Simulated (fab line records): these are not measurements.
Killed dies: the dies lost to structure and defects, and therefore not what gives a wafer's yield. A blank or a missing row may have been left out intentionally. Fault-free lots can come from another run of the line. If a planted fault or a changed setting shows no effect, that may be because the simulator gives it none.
fab line records	flow n5-finfet
[record] lots = 10	wafers = 30	last-day = 20
route steps=1938 shown BEOL_M11@1536 PASSIVATION@1936
lots that met no fault: from a run of the same line without faults
start-h: hours from the record's opening day to when the first of the lot's shown wafers began	wait-h: hours elapsed since this lot's preceding step	" unchanged from the row above	L1.1+2: one row covering several wafers at once	- no value, or no start was given	* or withheld: withheld	< > ~ a bound
route shown NAME@n: a module of which the file shows steps, and the number in the route of the first	usual: mean and standard deviation over wafers with no fault	same: alike in all rows	chamber/n: place in a boat	sites: the reading at each site	_std_site: their standard deviation	_edge_site: outer sites' mean less inner sites'	radius-mm: how far each site lies from the wafer's centre	mask NAME#n: copy n	behind: the tool/chamber that last shaped the wafer	hold: the reason the lot was held/the length of the hold in hours/how it ended	device: whichever transistor did not switch (one of n, p or np)	end of line: at the end of the route, the tests of the same wafers	a step without rows: its recipe alone	killed: dies lost to structure and defects at the first sort, not the wafer's yield	map: dies across one wafer; x = killed, . = not, _ = none there
set.NAME: setting as actually run; set.NAME@STEP: the setting as run at that earlier step	model.NAME: the simulator's own value behind a step, which no gauge read
steps of the route over a sample of lots; a table a step, a row a wafer
services: a tool's chamber out of use, with start hour (start-h, from the record's first day; less than 0 if before it), hours out, and reason
[[steps]]
[step N5_BEOL_M11_ILD_DEP_00]
[recipe] material = SiCOH_lowk	target-thk-a = 3085.1	temp-c = 300	precursor = DEMS/porogen	pressure-torr = 5	rf-w = 500	time-s = 58
[usual] heater-power-w = 327/56	showerhead-plenum-p-Torr = 5.738/0.015	susceptor-temp-C = 300.01/0.22	throttle-valve-pct = 13.7/0.54
lot.wafer	tool	chamber	start-h	wait-h	heater-power-w	showerhead-plenum-p-Torr	since-wet-clean-h	susceptor-temp-C	throttle-valve-pct
L313.1	pecvd-03	0	298.56	0.0	258	5.761	821	299.80	13.8
L313.4	"	0	"	"	266	5.759	-	299.87	14.0
L313.6	"	2	"	"	400	5.735	-	299.75	12.9
L317.1	pecvd-01	1	323.82	0.0	349	5.730	1753	300.37	14.3
L317.2	"	2	"	"	339	5.715	263	299.96	13.0
L317.5	"	1	"	"	383	5.722	-	299.98	14.3
L320.1	pecvd-03	0	331.92	0.0	280	5.764	855	300.31	13.8
L320.5	"	1	"	"	293	5.759	-	299.63	13.5
L320.6	"	2	"	"	412	5.734	-	299.85	13.1
L319.3	pecvd-04	2	335.29	0.0	270	5.717	462	299.89	13.9
L319.5	"	1	"	"	398	5.759	-	300.25	14.2
L319.6	"	0	"	"	293	5.730	-	299.73	13.9
L321.3	pecvd-04	1	337.54	0.0	393	5.748	1948	300.01	14.5
L321.5	"	0	"	"	237	5.745	-	300.54	14.1
L321.6	"	2	"	"	334	5.708	-	300.31	13.6
L324.3	pecvd-01	2	372.69	0.0	309	5.733	312	300.07	13.2
L324.4	"	0	"	"	315	5.731	-	300.13	12.7
L324.6	"	1	"	"	384	5.730	-	299.99	14.6
L334.1	pecvd-01	2	410.55	0.0	320	5.725	350	299.51	13.0
L334.2	"	1	"	"	377	5.709	1839	300.13	14.3
L334.6	"	0	"	"	291	5.742	-	300.65	12.5
L316.1	pecvd-01	0	410.79	0.0	320	5.741	72	300.01	12.5
L316.2	"	2	"	"	362	5.719	350	299.84	13.3
L316.6	"	2	"	"	280	5.725	-	299.76	13.4
L333.1	pecvd-04	1	413.08	0.0	419	5.749	2023	299.62	13.9
L333.3	"	0	"	"	308	5.727	1298	300.22	13.5
L333.6	"	2	"	"	328	5.708	-	300.25	13.9
L331.1	pecvd-01	2	431.21	0.0	290	5.712	370	299.66	13.3
L331.2	"	0	"	"	299	5.737	93	299.61	12.6
L331.6	"	2	"	"	298	5.725	-	299.79	13.4
[step N5_BEOL_M11_ETCH_61]
[recipe] chemistry = CF4	target = SiARC	target-depth-a = 390	mask-material = CAR-ArF	time-s = 65	ion-energy-ev = 80	pressure-mtorr = 40	source-w = 545	bias-w = 36	Ar_flow_sccm = 100	cf4-flow-sccm = 100	ends = cleared
[usual] drypump-motor-current-A = 6.0/0.52	etch-rf-on-time-s = 64.8/1.2	oes-product-au = 0.67/0.059	rf-vpp-V = 184.0/1	showerhead-plenum-p-Torr = 2.13/0.07	throttle-valve-pct = 15.75/0.19
lot.wafer	tool	chamber	start-h	wait-h	drypump-motor-current-A	etch-rf-on-time-s	oes-product-au	rf-hours-counter-h	rf-vpp-V	showerhead-plenum-p-Torr	throttle-valve-pct
L313.1	rie-diel-01	0	301.45	0.0	6.6	66.6	0.65	129	184.0	2.07	15.98
L313.4	"	3	"	"	6.0	64.5	0.76	43	183.0	2.09	15.64
L313.6	"	0	"	"	6.6	66.1	0.65	-	183.0	2.07	15.97
L317.1	rie-diel-01	2	327.58	0.0	6.4	63.1	0.72	61	186.6	2.26	15.84
L317.2	"	3	"	"	6.0	63.7	0.74	50	183.0	2.09	15.66
L317.5	"	2	"	"	6.4	63.0	0.72	-	185.3	2.26	15.82
L320.1	rie-diel-01	0	333.38	0.0	6.6	65.6	0.65	138	182.6	2.06	15.99
L320.5	"	3	"	"	6.0	63.7	0.74	-	183.9	2.09	15.66
L320.6	"	0	"	"	6.6	66.0	0.64	-	183.4	2.06	16.02
L319.3	rie-diel-01	2	337.39	0.0	6.4	63.1	0.72	63	185.3	2.26	15.82
L319.5	"	1	"	"	6.3	65.4	0.62	-	183.6	2.13	15.71
L319.6	"	0	"	"	6.6	65.7	0.64	-	183.3	2.06	16.01
L321.3	rie-diel-06	0	341.14	0.0	6.4	63.4	0.79	12	183.8	2.19	15.58
L321.5	"	2	"	"	6.4	65.6	0.63	-	182.4	2.05	15.77
L321.6	"	3	"	"	5.2	65.4	0.66	-	184.6	2.15	15.86
L324.3	rie-diel-01	2	374.98	0.0	6.4	63.0	0.70	75	184.2	2.26	15.86
L324.4	"	0	"	"	6.6	65.4	0.63	152	183.0	2.06	16.03
L324.6	"	1	"	"	6.2	65.8	0.61	-	182.8	2.13	15.72
L334.1	rie-diel-06	2	412.96	0.0	6.4	64.7	0.61	219	182.5	2.04	15.83
L334.2	"	0	"	"	6.4	62.8	0.75	35	184.2	2.18	15.64
L334.6	"	2	"	"	6.4	64.9	0.61	-	182.9	2.04	15.81
L316.1	rie-diel-03	3	413.04	0.0	5.3	66.9	0.67	106	184.0	2.15	15.70
L316.2	"	2	"	"	5.0	67.6	0.60	212	185.1	2.21	15.83
L316.6	"	1	"	"	6.1	64.9	0.60	-	182.2	2.03	15.40
L333.1	rie-diel-01	1	414.52	0.0	6.2	64.9	0.60	215	184.9	2.12	15.77
L333.3	"	3	"	"	6.0	63.8	0.72	76	183.9	2.08	15.71
L333.6	"	0	"	"	6.6	66.1	0.63	-	182.4	2.06	16.03
L331.1	rie-diel-06	2	433.70	0.0	6.4	64.9	0.61	225	183.1	2.04	15.83
L331.2	"	0	"	"	6.5	63.5	0.74	42	185.2	2.18	15.64
L331.6	"	1	"	"	5.2	64.8	0.72	-	184.7	2.17	15.45
[step N5_BEOL_M11_HM_OPEN_17]
[recipe] chemistry = Cl2/BCl3	target-depth-a = 200	overetch-a = 60	target = TiN	mask-material = SOC	ion-energy-ev = 150	pressure-mtorr = 10	icp-w = 1000	bias-w = 126	Cl2_flow_sccm = 53.25	bcl3-flow-sccm = 21.75	Ar_flow_sccm = 25
[usual] drypump-motor-current-A = 6.1/0.41	oes-product-au = 0.69/0.032	throttle-valve-pct = 22.10/0.066
lot.wafer	tool	chamber	start-h	wait-h	drypump-motor-current-A	oes-product-au	rf-hours-counter-h	throttle-valve-pct
L313.1	rie-metal-03	0	301.68	0.0	5.6	0.67	37	22.06
L313.4	"	1	"	"	6.5	0.76	-	22.15
L313.6	"	1	"	"	6.5	0.75	-	22.16
L317.1	rie-metal-01	0	327.82	0.0	6.1	0.65	43	22.05
L317.2	"	1	"	"	6.5	0.66	55	22.20
L317.5	"	0	"	"	6.1	0.66	-	22.02
L320.1	rie-metal-01	1	333.61	0.0	6.6	0.66	56	22.20
L320.5	"	0	"	"	6.1	0.66	-	22.03
L320.6	"	1	"	"	6.6	0.66	-	22.18
L319.3	rie-metal-02	0	337.67	0.1	6.4	0.72	-	22.01
L319.5	"	0	"	"	6.4	0.72	-	22.01
L319.6	"	1	"	"	5.5	0.72	-	22.10
L321.3	rie-metal-01	0	341.41	0.1	6.1	0.66	-	22.03
L321.5	"	1	"	"	6.6	0.66	-	22.20
L321.6	"	0	"	"	6.1	0.65	-	22.04
L324.3	rie-metal-01	0	375.24	0.1	6.1	0.66	-	22.03
L324.4	"	1	"	"	6.5	0.65	-	22.20
L324.6	"	0	"	"	6.1	0.65	-	22.04
L334.1	rie-metal-01	0	413.20	0.0	6.1	0.63	52	22.07
L334.2	"	1	"	"	6.5	0.64	64	22.20
L334.6	"	0	"	"	6.1	0.64	-	22.05
L316.1	rie-metal-02	0	413.28	0.0	6.4	0.69	24	22.06
L316.2	"	1	"	"	5.6	0.69	27	22.14
L316.6	"	1	"	"	5.5	0.69	-	22.14
L333.1	rie-metal-02	1	414.75	0.0	5.6	0.69	27	22.14
L333.3	"	1	"	"	5.5	0.68	-	22.15
L333.6	"	0	"	"	6.5	0.70	-	22.05
L331.1	rie-metal-03	0	433.93	0.0	5.7	0.66	46	22.10
L331.2	"	1	"	"	6.5	0.73	20	22.18
L331.6	"	1	"	"	6.5	0.72	-	22.16
[step N5_BEOL_M11_EXPOSE_25]
[recipe] mask-id = V10	na = 1.35	source-shape = annular	sigma-inner = 0.5	sigma-outer = 0.8	polarization = unpolarized	dose-mj = 85.5
[usual] exposure-dose-mJ-cm2 = 85.43/0.084
lot.wafer	tool	chamber	start-h	wait-h	mask	exposure-dose-mJ-cm2
L313.1	arfi-scanner-03	0	304.78	-	V10#0	85.38
L313.4	"	0	"	"	V10#0	85.36
L313.6	"	0	"	"	V10#0	85.49
L317.1	arfi-scanner-01	0	328.49	-	V10#0	85.54
L317.2	"	0	"	"	V10#0	85.44
L317.5	"	0	"	"	V10#0	85.31
L320.1	arfi-scanner-01	0	334.13	-	V10#0	85.46
L320.5	"	0	"	"	V10#0	85.44
L320.6	"	0	"	"	V10#0	85.65
L319.3	arfi-scanner-02	0	339.68	-	V10#0	85.42
L319.5	"	0	"	"	V10#0	85.31
L319.6	"	0	"	"	V10#0	85.36
L321.3	arfi-scanner-02	0	341.86	-	V10#0	85.39
L321.5	"	0	"	"	V10#0	85.47
L321.6	"	0	"	"	V10#0	85.26
L324.3	arfi-scanner-03	0	378.19	-	V10#0	85.47
L324.4	"	0	"	"	V10#0	85.41
L324.6	"	0	"	"	V10#0	85.30
L334.1	arfi-scanner-01	0	417.74	-	V10#0	85.33
L334.2	"	0	"	"	V10#0	85.44
L334.6	"	0	"	"	V10#0	85.37
L333.1	arfi-scanner-03	0	417.91	-	V10#0	83.58
L333.3	"	0	"	"	V10#0	83.71
L333.6	"	0	"	"	V10#0	83.63
L316.1	arfi-scanner-01	0	418.07	-	V10#0	85.30
L316.2	"	0	"	"	V10#0	85.32
L316.6	"	0	"	"	V10#0	85.36
L331.1	arfi-scanner-03	0	434.41	-	V10#0	84.15
L331.2	"	0	"	"	V10#0	84.03
L331.6	"	0	"	"	V10#0	83.98
[step N5_PASSIVATION_PROBE_49]
[usual] defect-limited-yield = 90.8/1.7	killed_at_M0_to_M3 = 37/12	killed_at_M4_up = 15/5.6	killed-at-contacts = 13/6.9	killed-at-front-end = 40/11	killed-at-other = 4/3.2	killed-dies = 109/20	killed-on-rim = 14/4.3	killed-open = 73/15	killed-short = 35/8.3	sort_bin_5_function = 5.4/1.1	sort_bin_6_memory = 3.5/0.73	sort-n-pass = 1071/20	sort-yield-pct = 90.8/1.7
[same] gross-dies = 1180	killed-at-back-side = 0	sort_bin_4_leakage[%] = 0	sort_bin_8_speed[%] = 0
lot.wafer	tool	chamber	start-h	wait-h	defect-limited-yield[%]	killed_at_M0_to_M3	killed_at_M4_up	killed-at-contacts	killed-at-front-end	killed-at-other	killed-dies	killed-on-rim	killed-open	killed-short	sort_bin_5_function[%]	sort_bin_6_memory[%]	sort-n-pass	sort-yield-pct[%]
L324.3	prober-02	-	426.95	0.1	91.6	36	8	12	33	10	99	16	58	41	5.5	2.7	1081	91.6
L324.4	prober-02	-	427.00	0.2	90.8	41	11	21	34	1	108	18	64	42	5.4	3.4	1072	90.8
L324.6	prober-02	-	427.10	0.3	92.9	28	14	9	24	9	84	11	58	25	4.0	3.0	1096	92.9
L333.1	prober-02	-	464.55	0.0	92.9	29	11	14	23	7	84	15	50	34	4.4	2.3	1096	92.9
L333.3	prober-02	-	464.65	0.1	92.5	28	16	8	33	4	89	11	57	31	4.1	3.2	1091	92.5
L333.6	prober-02	-	464.80	0.3	93.0	24	8	4	36	11	83	16	50	33	3.8	2.9	1097	93.0
L331.1	prober-02	-	478.44	0.0	90.1	34	16	16	46	5	117	17	73	41	6.5	2.9	1063	90.1
L331.2	prober-02	-	478.49	0.1	89.7	33	20	20	44	4	121	17	88	32	6.3	3.6	1059	89.7
L331.6	prober-02	-	478.69	0.3	91.3	23	18	10	44	8	103	17	70	32	6.0	2.4	1077	91.3
// killed by level:class
L324.3 MOL_CONTACT_COAG:geometric-particle:open=10 BEOL_M0_SAQP:geometric-particle:short=10 FIN_SAQP:geometric-particle:open=8 BEOL_M2:geometric-particle:open=7 STI_FIN_REVEAL:geometric-particle:open=6 BEOL_M0_SAQP:geometric-particle:open=6 FIN_SAQP:geometric-particle:short=5 BEOL_M2:geometric-particle:short=5
L324.4 MOL_CONTACT_COAG:geometric-particle:open=14 BEOL_M0_SAQP:geometric-particle:open=12 BEOL_M0_SAQP:geometric-particle:short=11 GATE_CUT:geometric-particle:open=7 MOL_CONTACT_COAG:geometric-particle:short=7 BEOL_M2:geometric-particle:open=7 BEOL_M2:geometric-particle:short=5 BEOL_M5:geometric-particle:open=5
L324.6 BEOL_M2:geometric-particle:open=10 MOL_CONTACT_COAG:geometric-particle:open=7 BEOL_M0_SAQP:geometric-particle:open=7 BEOL_M4:geometric-particle:open=6 STI_FIN_REVEAL:geometric-particle:open=5 PASS1_DEP:geometric-particle:short=5 BEOL_M0_SAQP:geometric-particle:short=4 STARTING-WAFER:geometric-particle:open=4
L333.1 MOL_CONTACT_COAG:geometric-particle:open=14 BEOL_M0_SAQP:geometric-particle:short=10 BEOL_M0_SAQP:geometric-particle:open=10 FIN_SAQP:geometric-particle:short=9 BEOL_M1:geometric-particle:open=5 BEOL_M4:geometric-particle:open=4 FIN_SAQP:geometric-particle:open=3 DUMMY_GATE:geometric-particle:open=3
L333.3 FIN_SAQP:geometric-particle:open=7 MOL_CONTACT_COAG:geometric-particle:open=7 BEOL_M4:geometric-particle:open=6 FIN_SAQP:geometric-particle:short=5 BEOL_M1:geometric-particle:open=5 BEOL_M2:geometric-particle:open=5 STARTING-WAFER:geometric-particle:short=5 ILD0:geometric-particle:open=4
L333.6 ILD0:geometric-particle:short=7 GATE_CUT:geometric-particle:short=6 BEOL_M0_SAQP:geometric-particle:short=6 BEOL_M0_SAQP:geometric-particle:open=5 BEOL_M1:geometric-particle:open=5 FIN_SAQP:geometric-particle:open=4 MIM_BOT:geometric-particle:open=4 DUMMY_GATE:geometric-particle:open=3
L331.1 MOL_CONTACT_COAG:geometric-particle:open=11 FIN_SAQP:geometric-particle:short=10 STI_FIN_REVEAL:geometric-particle:open=8 FIN_SAQP:geometric-particle:open=7 BEOL_M3:geometric-particle:open=7 BEOL_M0_SAQP:geometric-particle:open=6 BEOL_M0_SAQP:geometric-particle:short=6 STARTING-WAFER:geometric-particle:open=6
L331.2 STI_FIN_REVEAL:geometric-particle:open=17 MOL_CONTACT_COAG:geometric-particle:open=15 BEOL_M2:geometric-particle:open=9 BEOL_M3:geometric-particle:open=7 BEOL_M4:geometric-particle:open=7 FIN_SAQP:geometric-particle:short=5 ILD0:geometric-particle:open=5 MOL_CONTACT_COAG:geometric-particle:short=5
L331.6 BEOL_M4:geometric-particle:open=11 STI_FIN_REVEAL:geometric-particle:open=10 MOL_CONTACT_COAG:geometric-particle:open=9 BEOL_M1:geometric-particle:open=8 FIN_SAQP:geometric-particle:open=6 STI_FIN_REVEAL:geometric-particle:short=6 FIN_SAQP:geometric-particle:short=5 MIM_TOP_ETCH:geometric-particle:open=5
[[services]]
tool	chamber	start-h	hours	kind
arfi-scanner-03	-	274.78	1.3	pm
rie-metal-01	-	279.51	0.5	repair
pecvd-04	2	280.44	5.3	repair
arfi-scanner-01	-	281.02	1.3	pm
rie-diel-06	3	281.08	5.0	repair
arfi-scanner-01	-	283.52	0.8	pm
rie-diel-06	1	284.55	4.9	repair
rie-metal-01	1	294.19	6.5	repair
arfi-scanner-02	-	294.68	0.4	repair
arfi-scanner-02	-	295.73	10.5	repair
arfi-scanner-01	-	305.08	1.0	pm
arfi-scanner-03	-	323.01	5.5	pm
arfi-scanner-03	-	329.41	1.0	pm
arfi-scanner-03	-	358.78	1.0	pm
arfi-scanner-01	-	370.04	3.1	pm
arfi-scanner-01	-	377.00	6.0	pm
pecvd-01	-	377.70	0.5	repair
arfi-scanner-03	-	383.68	0.8	pm
arfi-scanner-03	-	395.37	3.1	pm
arfi-scanner-03	-	400.28	1.3	pm
arfi-scanner-01	-	406.52	1.3	pm
rie-diel-06	1	422.60	4.8	repair
arfi-scanner-03	-	426.54	4.9	pm
arfi-scanner-01	-	430.76	4.9	pm
[[key]]
[first-sign] step = N5_BEOL_M11_EXPOSE_25	reading = exposure-dose-mJ-cm2	direction = down	sigmas = 19	usual = 85.43	struck = 83.85
effect none on later readings
met-at N5_BEOL_M11_EXPOSE_25
struck-lots L331,L333
[loop-trim] step = N5_BEOL_M11_EXPOSE_25	setting = dose	lots = L331
not-acting-at N5_BEOL_M11_ILD_DEP_00,N5_BEOL_M11_ETCH_61,N5_BEOL_M11_HM_OPEN_17
onset-between 378.19 417.91
[fault] kind = process-parameter-drift	tool = arfi-scanner-03	chamber = -	onset-h = 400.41	steps = N5_BEOL_M11_EXPOSE_25	channel = dose-mj	offset = -1.7188	shape = step	acts-in = these-recipes-only	stated = 85.5
// loop-trim: a control loop set the setting to another value than it would have without faults
